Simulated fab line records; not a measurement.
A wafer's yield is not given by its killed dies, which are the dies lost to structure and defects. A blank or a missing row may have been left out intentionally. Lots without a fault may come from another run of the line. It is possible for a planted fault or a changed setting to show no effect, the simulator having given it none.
A struck lot beside a sound one | flow nand_harc | 39 steps out of a route of 1159
Sound: the wafers L186.4, L186.5, L186.6. Struck: wafer L193.1. (L193.2, L193.4 of the same lot were not struck and are left out.) The cause comes at the end.
At each step with rows: each side's tool, then ch and its chambers, then its first start. Under that, the readings that differ: sound wafers | struck wafers | difference of the means | sigmas: that difference in standard deviations of wafers without a fault.
alike: a reading whose means differ by less than 2 such deviations, as well as words and numbers matching on both sides. not compared: withheld readings; readings where some wafer has no value; bounds like >300 that might hide an equal value; numbers whose values overlap and for which the record gives no deviation.
A row with sigmas, a row that says differs or no value, or rows on one side alone: a step with any of these is where the two part. Numbers that don't overlap but have no deviation are shown without sigmas and don't part them. A reading that every wafer of one side lacks parts them only if that side has two wafers or more.

first, 9 steps without rows for these wafers: NHARC_A_CONTACT_COAT_63 (resist thk 90 nm); NHARC_A_CONTACT_SOFTBAKE_64 (time 55 s); NHARC_A_CONTACT_EBR_65; NHARC_A_CONTACT_EXPOSE_66 (exposes mask A CC 2); NHARC_A_CONTACT_PEB_67 (peb time 65 s); NHARC_A_CONTACT_DEVELOP_68 (develop time 35 s); NHARC_A_CONTACT_DESCUM_74 (chemistry O2, time 3 s); NHARC_A_CONTACT_ETCH_75 (etches the open film in CF4, target depth 39 nm, time 65 s); NHARC_A_CONTACT_ETCH_76 (etches the open film in N2/H2, target depth 260 nm, time 475.3 s).
NHARC_A_CONTACT_ETCH_77: etches the open film in CF4/CHF3, target depth 72.6 nm, time 36.3 s.
  sound on rie_diel-02 ch 1,2, day 16 15:01; struck on rie_diel-02 ch 0, day 18 06:50
  reading               | sound             | struck | difference | sigmas
  oes_product_au (a.u.) | 0.986 0.973 0.982 | 0.928  | -0.052     | -3
  alike: drypump_motor_current_A, rf_vpp_V, showerhead_plenum_p_Torr, throttle_valve_pct
  not compared: rf_hours_counter_h
then, 28 steps without rows for these wafers: NHARC_A_CONTACT_ETCH_78 (etches the open film in O2/COS, target depth 2800 nm, time 728 s); NHARC_A_CONTACT_ETCH_124 (etches the open film in C4F8/O2/Ar, time 140 s, target depth 700 nm); NHARC_A_CONTACT_ETCH_125 (etches the open film in C4F8/O2/Ar, time 155 s, target depth 956 nm); NHARC_A_CONTACT_ETCH_126 (etches the open film in C4F8/O2/Ar, time 155 s, target depth 956 nm); NHARC_A_CONTACT_ETCH_127 (etches the open film in C4F8/O2/Ar, time 155 s, target depth 956 nm); NHARC_A_CONTACT_ETCH_128 (etches the open film in C4F8/O2/Ar, time 155 s, target depth 956 nm); NHARC_A_CONTACT_ETCH_129 (etches the open film in C4F8/O2/Ar, time 155 s, target depth 956 nm); NHARC_A_CONTACT_ETCH_130 (etches the open film in C4F8/O2/Ar, time 155 s, target depth 956 nm); NHARC_A_CONTACT_ETCH_131 (etches the open film in C4F8/O2/Ar, time 155 s, target depth 956 nm); NHARC_A_CONTACT_ETCH_132 (etches the open film in C4F8/O2/Ar, time 156 s, target depth 958 nm); NHARC_A_CONTACT_ETCH_133 (etches the open film in C4F8/O2/Ar, time 195 s, target depth 840 nm); NHARC_A_CONTACT_ETCH_91 (etches the open film in CH3F/O2, target depth 40 nm, time 85.7 s); NHARC_A_CONTACT_ETCH_97 (etches the open film in C4F6/O2, target depth 20 nm, time 10 s); NHARC_A_CONTACT_STRIP_103 (strips in N2/H2); NHARC_A_CONTACT_STRIP_104 (strips in CF4/CHF3); NHARC_A_CONTACT_STRIP_105 (strips in O2/COS); NHARC_A_CONTACT_ETCH_106 (etches the open film in CF4/O2, target depth 60 nm, overetch 6 nm, time 33 s); NHARC_A_CONTACT_STRIP_82 (strips in O2); NHARC_A_CONTACT_STRIP_83 (strips in post etch residue remover, time 600 s); NHARC_A_CONTACT_DEP_84 (deposits aC, target thk 2000 nm); NHARC_A_CONTACT_DEP_85 (deposits SiON, target thk 50 nm); NHARC_A_CONTACT_DEHYDRATE_00 (time 120 s); NHARC_A_CONTACT_HMDS_01 (time 30 s); NHARC_A_CONTACT_COAT_86 (time 75 s); NHARC_A_CONTACT_COAT_87 (time 65 s); NHARC_A_CONTACT_COAT_02 (resist thk 90 nm); NHARC_A_CONTACT_SOFTBAKE_03 (time 55 s); NHARC_A_CONTACT_EBR_04.
-- break in the record here, with 3 days between the starts of the struck wafers on either side (left off in module A_CONTACT, picked up again in module END, where the first step shown is number 1159 on the route) --
NHARC_END_SORT_01:
  here the record holds rows for the struck wafers (prober-01 ch 0, day 21 02:01) but none for the sound ones

## WHERE THEY PART
At NHARC_A_CONTACT_ETCH_77 first; at NHARC_END_SORT_01 last (within this record only).

WHY: what the simulator had put in
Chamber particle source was rie_diel-02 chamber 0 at NHARC_A_CONTACT_ETCH_77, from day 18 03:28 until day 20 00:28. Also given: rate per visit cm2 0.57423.
